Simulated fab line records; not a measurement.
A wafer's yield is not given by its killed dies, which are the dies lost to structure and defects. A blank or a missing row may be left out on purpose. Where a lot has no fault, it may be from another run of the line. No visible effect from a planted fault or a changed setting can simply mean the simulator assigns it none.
fab line records	flow nand-harc
[record] lots = 13	wafers = 39	last-day = 33
route steps=1302 shown A_M1@1192 A_BONDPAD@1215
lots with no fault: from the same line, run without faults
start-h: start of the lot's first displayed wafer, in hours after the record's first day	wait-h: time in hours since the lot's previous step	" the same as in the row above	L1.1+2: several wafers, shown together as one row	- value missing, or start not given	* or withheld: withheld	< > ~ a bound
route shown NAME@n: names a module that has steps shown in the file, with the first one's number in the route	usual: the fault-free wafers' mean and standard deviation	same: alike in all rows	chamber/n: place in a boat	sites: per-site readings	_std_site: the standard deviation of these	_edge_site: the outer-site mean with the inner-site mean subtracted	radius-mm: for every site, how far away it sits from the centre of the wafer	mask NAME#n: copy n	behind: the most recent tool/chamber to have shaped the wafer	hold: why the lot went on hold/how many hours it stayed there/how the hold came to an end	device: transistor that didn't switch, given as n, p or np	end of line: the route-end tests of the same wafers	for a step that has no rows: nothing shown but its recipe	killed: count of dies lost to structure and defects at first sort (not the wafer's yield)	map: the dies of a wafer, with x for killed, . for not killed, _ for no die there
set.NAME: setting as actually run; set.NAME@STEP: the setting as run at that earlier step	model.NAME: the simulator's own value behind a step, which no gauge read
route steps across a sampled set of lots; one table per step, one row per wafer
services: when a tool's chamber went out of use (start-h, in hours from the record's first day, below 0 if earlier), for how many hours, and the reason
[[steps]]
[step NHARC_A_M1_PVD_21]
[recipe] target-thk-a = 300	chamber-pressure-pa = 5	power-w = 5000	substrate-temp-c = 30	time-s = 20.49	material = Cu
[usual] throttle-valve-pct = 29.7/1.3
lot.wafer	tool	chamber	start-h	wait-h	throttle-valve-pct
L179.3	pvd-sputter-01	-	-	-	29.3
L179.2	"	-	"	"	29.9
L179.1	"	-	"	"	30.6
L178.4	pvd-sputter-02	-	-	-	30.4
L178.1	"	-	"	"	28.3
L178.3	"	-	"	"	31.0
L180.2	pvd-sputter-03	-	-	-	27.9
L180.5	"	-	"	"	28.2
L180.6	"	-	"	"	33.2
L181.3	pvd-sputter-01	-	-	-	30.8
L181.2	"	-	"	"	29.5
L181.5	"	-	"	"	30.0
L182.4	pvd-sputter-02	-	-	-	28.1
L182.3	"	-	"	"	31.1
L182.6	"	-	"	"	30.4
L183.3	pvd-sputter-01	-	-	-	29.4
L183.2	"	-	"	"	29.3
L183.5	"	-	"	"	29.6
L185.1	pvd-sputter-03	-	-	-	28.2
L185.2	"	-	"	"	27.8
L185.5	"	-	"	"	33.2
L188.4	pvd-sputter-01	-	-	-	29.7
L188.5	"	-	"	"	29.5
L188.6	"	-	"	"	30.4
L193.1	pvd-sputter-03	-	-	-	28.8
L193.3	"	-	"	"	27.7
L193.5	"	-	"	"	28.9
L192.4	pvd-sputter-01	-	-	-	29.3
L192.3	"	-	"	"	29.8
L192.5	"	-	"	"	29.5
L195.2	pvd-sputter-01	-	-	-	29.7
L195.4	"	-	"	"	30.0
L195.5	"	-	"	"	29.1
L201.4	pvd-sputter-02	-	-	-	30.3
L201.3	"	-	"	"	30.3
L201.6	"	-	"	"	30.4
L198.2	pvd-sputter-03	-	-	-	28.4
L198.4	"	-	"	"	32.4
L198.1	"	-	"	"	28.5
[step NHARC_A_BONDPAD_CD_MEAS_09]
[recipe] target-cd-nm = 500	landing-energy-ev = 500
[usual] cd-nm = 500.6/1.8
lot.wafer	tool	chamber	start-h	wait-h	cd-nm
L179.1	cd-sem-01	0	529.16	-	499.4
L179.2	"	0	"	"	501.5
L179.3	"	0	"	"	499.6
L178.1	cd-sem-03	0	546.99	-	499.3
L178.3	"	0	"	"	500.8
L178.4	"	0	"	"	500.8
L180.2	cd-sem-03	0	554.03	-	499.2
L180.5	"	0	"	"	499.9
L180.6	"	0	"	"	500.5
L181.2	cd-sem-01	0	558.97	-	501.6
L181.3	"	0	"	"	500.3
L181.5	"	0	"	"	499.0
L182.3	cd-sem-01	0	567.33	-	500.1
L182.4	"	0	"	"	501.8
L182.6	"	0	"	"	502.0
L183.2	cd-sem-02	0	570.24	-	497.0
L183.3	"	0	"	"	499.6
L183.5	"	0	"	"	496.9
L185.1	cd-sem-01	0	603.45	-	500.8
L185.2	"	0	"	"	502.3
L185.5	"	0	"	"	499.9
L188.4	cd-sem-02	0	655.52	-	498.2
L188.5	"	0	"	"	499.8
L188.6	"	0	"	"	499.1
L193.1	cd-sem-02	0	672.97	-	498.4
L193.3	"	0	"	"	503.5
L193.5	"	0	"	"	501.8
L192.3	cd-sem-02	0	675.11	-	500.2
L192.4	"	0	"	"	502.0
L192.5	"	0	"	"	499.1
L195.2	cd-sem-03	0	699.62	-	501.7
L195.4	"	0	"	"	500.8
L195.5	"	0	"	"	505.0
L201.3	cd-sem-02	0	742.11	-	502.6
L201.4	"	0	"	"	499.2
L201.6	"	0	"	"	501.0
L198.1	cd-sem-02	0	744.19	-	500.2
L198.2	"	0	"	"	502.6
L198.4	"	0	"	"	502.9
[step NHARC_A_BONDPAD_ETCH_34]
[recipe] target-depth-a = 600	overetch-a = 180	time-s = 65.91	ion-energy-ev = 200	n2-flow-sccm = 150	h2-flow-sccm = 150	ar-flow-sccm = 0	rf-w = 400	bias-w = 150	chemistry = N2/H2
[usual] drypump-motor-current-A = 5.8/0.39	oes-product-au = 1.001/0.011	rf-vpp-V = 431.4/2.8	run-length-s = 87.2/0.46	showerhead-plenum-p-Torr = 2.07/0.1	throttle-valve-pct = 14.171/0.0092
lot.wafer	tool	chamber	start-h	wait-h	drypump-motor-current-A	oes-product-au	rf-hours-counter-h	rf-vpp-V	run-length-s	showerhead-plenum-p-Torr	throttle-valve-pct
L179.1	rie-diel-08	2	529.46	0.1	6.1	1.004	5	435.2	87.8	2.21	14.188
L179.3	"	3	"	"	5.9	0.999	4	432.0	87.2	2.17	14.165
L179.2	"	0	"	"	5.3	1.010	5	429.4	87.1	2.00	14.159
L178.1	rie-diel-06	0	547.29	0.1	6.4	1.011	8	430.3	86.5	2.14	14.167
L178.3	"	1	"	"	5.1	0.977	8	429.8	87.3	1.99	14.170
L178.4	"	3	"	"	5.3	1.008	8	432.2	88.3	2.04	14.162
L180.2	rie-diel-07	2	554.34	0.1	5.7	0.986	26	425.6	87.2	1.88	14.170
L180.6	"	3	"	"	6.1	0.979	-	431.9	87.3	2.09	14.172
L180.5	"	0	"	"	5.9	0.987	-	432.5	87.4	2.11	14.175
L181.3	rie-diel-06	0	559.27	0.1	6.4	0.999	8	432.3	86.3	2.13	14.181
L181.2	"	1	"	"	5.1	0.997	9	428.9	87.7	1.99	14.157
L181.5	"	3	"	"	5.3	1.008	-	429.8	87.8	2.04	14.176
L182.3	rie-diel-06	2	567.62	0.1	6.3	1.011	10	432.4	87.9	2.09	14.157
L182.4	"	3	"	"	5.4	1.021	9	429.9	87.8	2.04	14.169
L182.6	"	3	"	"	5.4	1.009	-	431.8	87.6	2.04	14.175
L183.3	rie-diel-08	3	570.54	0.1	5.9	0.996	1	434.6	86.7	2.17	14.180
L183.2	"	0	"	"	5.3	1.000	1	429.4	87.7	2.00	14.182
L183.5	"	2	"	"	6.1	0.997	-	433.9	87.3	2.21	14.173
L185.1	rie-diel-08	1	603.80	0.1	5.6	1.018	1	427.9	86.7	1.92	14.183
L185.2	"	0	"	"	5.3	1.002	2	429.9	67.2	2.00	14.165
L185.5	"	1	"	"	5.5	1.020	-	427.1	86.5	1.92	14.169
L188.4	rie-diel-08	0	655.81	0.1	5.3	1.007	3	427.6	67.1	2.00	14.154
L188.6	"	0	"	"	5.3	1.003	-	428.1	67.4	2.00	14.169
L188.5	"	1	"	"	5.5	1.017	-	427.2	87.1	1.92	14.177
L193.1	rie-diel-06	2	673.27	0.1	6.3	1.004	0	432.3	88.5	2.09	14.172
L193.3	"	3	"	"	5.3	0.989	0	430.2	87.9	2.04	14.188
L193.5	"	3	"	"	5.3	0.990	-	429.8	87.6	2.04	14.161
L192.3	rie-diel-06	3	675.42	0.1	5.3	0.998	0	430.5	88.5	2.04	14.154
L192.4	"	0	"	"	6.4	1.007	0	434.1	86.5	2.13	14.185
L192.5	"	2	"	"	6.3	1.015	-	432.2	87.9	2.09	14.170
L195.4	rie-diel-06	3	699.92	0.1	5.3	0.993	3	430.1	87.7	2.03	14.170
L195.2	"	1	"	"	5.1	0.984	4	428.2	87.6	1.98	14.161
L195.5	"	2	"	"	6.3	0.998	-	432.1	87.8	2.08	14.171
L201.3	rie-diel-07	0	742.41	0.1	5.9	0.997	30	432.1	87.7	2.08	14.177
L201.4	"	1	"	"	5.8	1.011	24	433.0	86.6	2.16	14.180
L201.6	"	0	"	"	6.0	1.004	-	433.9	87.4	2.08	14.173
L198.4	rie-diel-07	2	744.49	0.1	5.7	1.012	34	432.6	86.9	2.21	14.167
L198.2	"	0	"	"	5.9	0.998	30	431.9	87.3	2.08	14.166
L198.1	"	1	"	"	5.8	1.005	24	435.0	86.3	2.16	14.182
[step NHARC_A_BONDPAD_ETCH_12]
[recipe] target-depth-a = 2200	time-s = 110	chf3-flow-sccm = 50	o2-flow-sccm = 10	ar-flow-sccm = 200	rf-w = 500	bias-w = 200	chemistry = CHF3/O2
[usual] drypump-motor-current-A = 5.7/0.39	oes-product-au = 0.949/0.024	rf-vpp-V = 371.6/2.5	run-length-s = 131.3/0.49	showerhead-plenum-p-Torr = 2.44/0.11	throttle-valve-pct = 20.572/0.0091
lot.wafer	tool	chamber	start-h	wait-h	drypump-motor-current-A	oes-product-au	rf-hours-counter-h	rf-vpp-V	run-length-s	showerhead-plenum-p-Torr	throttle-valve-pct
L179.1	rie-diel-08	0	-	-	5.3	0.960	5	368.3	131.2	2.36	20.584
L179.2	"	1	"	"	5.5	0.998	4	369.2	130.7	2.27	20.576
L179.3	"	3	"	"	5.9	0.960	5	372.5	130.8	2.55	20.576
L178.3	rie-diel-06	1	-	-	5.1	0.914	8	369.4	132.0	2.35	20.579
L178.4	"	2	"	"	6.3	0.938	8	371.9	132.1	2.46	20.571
L178.1	"	0	"	"	6.4	0.933	8	373.4	130.5	2.51	20.564
L180.2	rie-diel-07	2	-	-	5.7	0.926	26	366.4	131.5	2.23	20.573
L180.6	"	2	"	"	5.7	0.921	-	366.7	131.2	2.23	20.579
L180.5	"	3	"	"	6.1	0.917	-	371.2	131.3	2.46	20.584
L181.3	rie-diel-06	2	-	-	6.2	0.972	9	371.5	131.8	2.46	20.562
L181.2	"	1	"	"	5.1	0.965	9	368.2	132.0	2.35	20.574
L181.5	"	2	"	"	6.3	0.972	-	371.6	131.7	2.46	20.567
L182.4	rie-diel-06	0	-	-	6.4	0.938	10	371.7	130.5	2.51	20.568
L182.3	"	1	"	"	5.0	0.920	10	369.9	131.7	2.35	20.565
L182.6	"	2	"	"	6.3	0.940	-	372.4	131.7	2.46	20.572
L183.2	rie-diel-08	3	-	-	5.9	0.955	1	372.9	130.8	2.55	20.575
L183.3	"	1	"	"	5.5	0.976	1	367.9	131.0	2.27	20.580
L183.5	"	3	"	"	5.9	0.959	-	371.8	130.9	2.55	20.577
L185.1	rie-diel-08	1	-	-	5.5	0.942	1	368.6	131.5	2.27	20.573
L185.2	"	2	"	"	6.1	0.920	1	373.5	131.3	2.58	20.594
L185.5	"	1	"	"	5.5	0.941	-	368.8	130.9	2.27	20.559
L188.4	rie-diel-08	1	-	-	5.6	0.931	2	368.0	130.8	2.27	20.581
L188.6	"	2	"	"	6.0	0.909	-	375.7	131.3	2.58	20.591
L188.5	"	3	"	"	5.9	0.927	-	374.8	130.7	2.55	20.585
L193.3	rie-diel-06	0	-	-	6.4	0.952	0	371.7	130.9	2.50	20.570
L193.1	"	2	"	"	6.3	0.990	0	371.4	131.9	2.45	20.572
L193.5	"	3	"	"	5.4	0.952	-	370.2	131.9	2.40	20.570
L192.3	rie-diel-06	2	-	-	6.3	0.959	0	372.1	131.9	2.45	20.577
L192.4	"	1	"	"	5.1	0.949	0	369.1	131.5	2.34	20.582
L192.5	"	2	"	"	6.3	0.968	-	371.3	131.7	2.45	20.570
L195.2	rie-diel-06	3	-	-	5.4	0.931	3	369.8	132.0	2.40	20.578
L195.4	"	0	"	"	6.4	0.923	3	373.4	130.9	2.50	20.571
L195.5	"	3	"	"	5.3	0.926	-	370.5	131.9	2.40	20.583
L201.3	rie-diel-07	1	-	-	5.8	0.977	24	374.3	130.5	2.54	20.568
L201.4	"	0	"	"	5.9	0.964	30	371.4	131.7	2.45	20.548
L201.6	"	1	"	"	5.8	0.985	-	372.8	130.3	2.54	20.577
L198.2	rie-diel-07	1	-	-	5.8	0.921	24	373.8	131.0	2.54	20.562
L198.1	"	2	"	"	5.7	0.929	34	374.9	131.0	2.58	20.582
L198.4	"	3	"	"	6.1	0.915	33	371.8	131.1	2.43	20.563
[[services]]
tool	chamber	start-h	hours	kind
rie-diel-08	1	516.65	3.9	repair
rie-diel-06	0	517.85	-	clean
rie-diel-06	1	517.85	-	clean
rie-diel-06	2	517.85	-	clean
pvd-sputter-03	-	538.22	10.0	pm
rie-diel-08	-	544.80	9.0	pm
rie-diel-07	2	560.00	1.7	repair
pvd-sputter-01	-	582.00	10.0	pm
rie-diel-08	1	582.08	7.9	repair
rie-diel-08	-	590.59	0.5	repair
rie-diel-07	2	611.94	6.7	repair
rie-diel-07	1	616.51	2.3	repair
rie-diel-06	2	630.23	8.0	repair
pvd-sputter-02	-	638.08	10.0	pm
rie-diel-07	-	648.32	9.0	pm
rie-diel-06	-	661.35	9.0	pm
pvd-sputter-03	-	663.61	0.7	repair
pvd-sputter-01	-	669.47	1.7	repair
pvd-sputter-03	-	678.42	0.5	repair
pvd-sputter-01	-	685.02	4.3	repair
rie-diel-07	1	685.52	6.9	repair
pvd-sputter-03	-	716.22	10.0	pm
rie-diel-07	1	718.43	4.2	repair
rie-diel-08	-	721.80	9.0	pm
[[key]]
[first-sign] step = NHARC_A_BONDPAD_ETCH_34	reading = run-length-s	direction = down	sigmas = 43	usual = *	struck = *
effect none on later readings
met-at NHARC_A_BONDPAD_ETCH_34
struck-lots L185,L188
struck-wafers L185.2,L188.4,L188.6
sort-left-out L185.2,L188.4,L188.6
not-acting-at NHARC_A_M1_PVD_21,NHARC_A_BONDPAD_CD_MEAS_09,NHARC_A_BONDPAD_ETCH_12
onset-between 570.54 603.80
[fault] kind = process-parameter-drift	tool = rie-diel-08	chamber = 0	onset-h = 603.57	steps = NHARC_A_BONDPAD_ETCH_34	channel = time-s	offset = *	shape = step	acts-in = *	stated = *
// sort-left-out: the simulated sort isn't trusted on such a fault, so these wafers' sort isn't shown, and their yield isn't known
